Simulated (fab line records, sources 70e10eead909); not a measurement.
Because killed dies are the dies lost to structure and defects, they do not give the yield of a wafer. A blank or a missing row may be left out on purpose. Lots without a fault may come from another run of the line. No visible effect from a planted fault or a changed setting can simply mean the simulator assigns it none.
Shared-tool check ; flow nandHarc ; 36 wafers sampled across 12 lots

## REASON IT WAS OPENED
At NHARC_P_GATE_CD_MEAS_91 the reading cdNm is flagged on 1 of 12 lots. Fault-free wafers read 2000.1 nm, with a standard deviation of 1.8.
Rule: a lot is flagged in two cases, either no wafer of it has a number, or all its wafers with numbers fall more than 4 standard deviations from that mean. The rest of the lots are taken to be sound.

lot;measured;on;cdNm (nm), wafer by wafer;flag
L875;day 6 00:34;cdSem-01;2000.8 2001.0 2003.5;
L876;day 6 00:55;cdSem-01;2002.1 1999.1 1997.8;
L877;day 6 08:35;cdSem-01;1963.8 1961.7 1965.5;FLAGGED
L878;day 6 13:53;cdSem-02;2001.3 1999.5 2000.7;
L882;day 7 15:11;cdSem-03;1998.5 1998.6 1999.3;
L886;day 8 11:25;cdSem-01;1999.2 2000.0 1999.5;
L887;day 8 19:54;cdSem-01;2000.2 1999.8 2002.4;
L889;day 9 08:40;cdSem-02;2002.8 2001.8 2001.3;
L891;day 9 21:07;cdSem-02;2001.7 2001.3 1999.1;
L893;day 10 07:32;cdSem-02;1998.5 1997.8 1998.4;
L894;day 10 08:02;cdSem-01;1998.4 2000.7 2000.0;
L896;day 11 07:07;cdSem-03;2000.3 1997.8 2003.7;
Average over the flagged lots: 1963.7 nm; offset from the usual -36.4 nm, equal to -20 standard deviations.

## TOOL THAT RAN EACH LOT
Before the reading, the record contains 3 process steps out of a 1159-step route. Cell contents, in order: the tool; ch with the chambers the sampled wafers went through; the start.
lot;flag;NHARC_P_GATE_DESCUM_61;NHARC_P_GATE_STRIP_112;NHARC_P_GATE_EXPOSE_88
L875;;rieDiel-13 ch 0,3, day 5 23:01;plasmaAsher-02 ch 0, day 5 23:26;krfScanner-03 ch 0, day 6 00:25
L876;;rieDiel-13 ch 0,2,3, day 5 23:14;plasmaAsher-02 ch 0,1, day 5 23:46;krfScanner-04 ch 0, day 6 00:46
L877;FLAGGED;rieDiel-04 ch 0,2,3, day 6 07:02;plasmaAsher-02 ch 0,1, day 6 07:26;krfScanner-03 ch 0, day 6 08:25
L878;;rieDiel-04 ch 1,2,3, day 6 12:29;plasmaAsher-01 ch 0,1, day 6 12:49;krfScanner-03 ch 0, day 6 13:43
L882;;rieDiel-06 ch 0,2, day 7 13:37;plasmaAsher-01 ch 1, day 7 13:59;krfScanner-04 ch 0, day 7 15:02
L886;;rieDiel-04 ch 0,3, day 8 09:51;plasmaAsher-01 ch 0,1, day 8 10:14;krfScanner-04 ch 0, day 8 11:15
L887;;rieDiel-13 ch 0,1, day 8 17:32;plasmaAsher-01 ch 0, day 8 18:43;krfScanner-04 ch 0, day 8 19:45
L889;;rieDiel-13 ch 1,2,3, day 9 07:16;plasmaAsher-01 ch 0,1, day 9 07:37;krfScanner-04 ch 0, day 9 08:31
L891;;rieDiel-04 ch 2,3, day 9 19:42;plasmaAsher-01 ch 0,1, day 9 20:04;krfScanner-04 ch 0, day 9 20:57
L893;;rieDiel-04 ch 1,3, day 10 05:52;plasmaAsher-02 ch 0,1, day 10 06:26;krfScanner-04 ch 0, day 10 07:23
L894;;rieDiel-13 ch 1,3, day 10 06:36;plasmaAsher-02 ch 0,1, day 10 06:58;krfScanner-04 ch 0, day 10 07:53
L896;;rieDiel-04 ch 0,3, day 11 05:35;plasmaAsher-01 ch 0,1, day 11 05:59;krfScanner-02 ch 0, day 11 06:58
What is done by these steps:
- NHARC_P_GATE_DESCUM_61: chemistry O2, time 3 s.
- NHARC_P_GATE_STRIP_112: strips in N2/H2, time 200 s.
- NHARC_P_GATE_EXPOSE_88: exposes mask P HVN, target cd 2000 nm.
- NHARC_P_GATE_CD_MEAS_91: target cd 2000 nm.

## FLAGGED AGAINST TOTAL, ONE TOOL AT A TIME (gauges that did the reading follow at the end)
step;tool;lots run;flagged;share of the flagged lots;sound lots run after its first flagged lot
NHARC_P_GATE_DESCUM_61;rieDiel-04;6;1;all;5 (L878,L886,L891,L893,L896)
NHARC_P_GATE_DESCUM_61;rieDiel-06;1;0;none;-
NHARC_P_GATE_DESCUM_61;rieDiel-13;5;0;none;-
NHARC_P_GATE_STRIP_112;plasmaAsher-01;7;0;none;-
NHARC_P_GATE_STRIP_112;plasmaAsher-02;5;1;all;2 (L893,L894)
NHARC_P_GATE_EXPOSE_88;krfScanner-02;1;0;none;-
NHARC_P_GATE_EXPOSE_88;krfScanner-03;3;1;all;1 (L878)
NHARC_P_GATE_EXPOSE_88;krfScanner-04;8;0;none;-
NHARC_P_GATE_CD_MEAS_91;cdSem-01;6;1;all;3 (L886,L887,L894)
NHARC_P_GATE_CD_MEAS_91;cdSem-02;4;0;none;-
NHARC_P_GATE_CD_MEAS_91;cdSem-03;2;0;none;-

## WHAT THE TABLE PERMITS
4 rows of the table ran every flagged lot: rieDiel-04 at NHARC_P_GATE_DESCUM_61, plasmaAsher-02 at NHARC_P_GATE_STRIP_112, krfScanner-03 at NHARC_P_GATE_EXPOSE_88, cdSem-01 at NHARC_P_GATE_CD_MEAS_91.
- rieDiel-04 at NHARC_P_GATE_DESCUM_61 ran 6 lots, 1 of them flagged. Sound lots followed the first flagged one (L878, L886, L891, L893, L896) on it, something a lasting fault affecting the whole tool could not allow.
- plasmaAsher-02 at NHARC_P_GATE_STRIP_112 ran 5 lots, 1 of them flagged. Sound lots followed the first flagged one (L893, L894) on it, something a lasting fault affecting the whole tool could not allow.
- krfScanner-03 at NHARC_P_GATE_EXPOSE_88 ran 3 lots, 1 of them flagged. Sound lots followed the first flagged one (L878) on it, something a lasting fault affecting the whole tool could not allow.
- cdSem-01 at NHARC_P_GATE_CD_MEAS_91 ran 6 lots, 1 of them flagged. Sound lots followed the first flagged one (L886, L887, L894) on it, something a lasting fault affecting the whole tool could not allow.
No row of the table ran every flagged lot and no sound lot after the first.

## WHAT WAS PUT IN BY THE SIMULATOR
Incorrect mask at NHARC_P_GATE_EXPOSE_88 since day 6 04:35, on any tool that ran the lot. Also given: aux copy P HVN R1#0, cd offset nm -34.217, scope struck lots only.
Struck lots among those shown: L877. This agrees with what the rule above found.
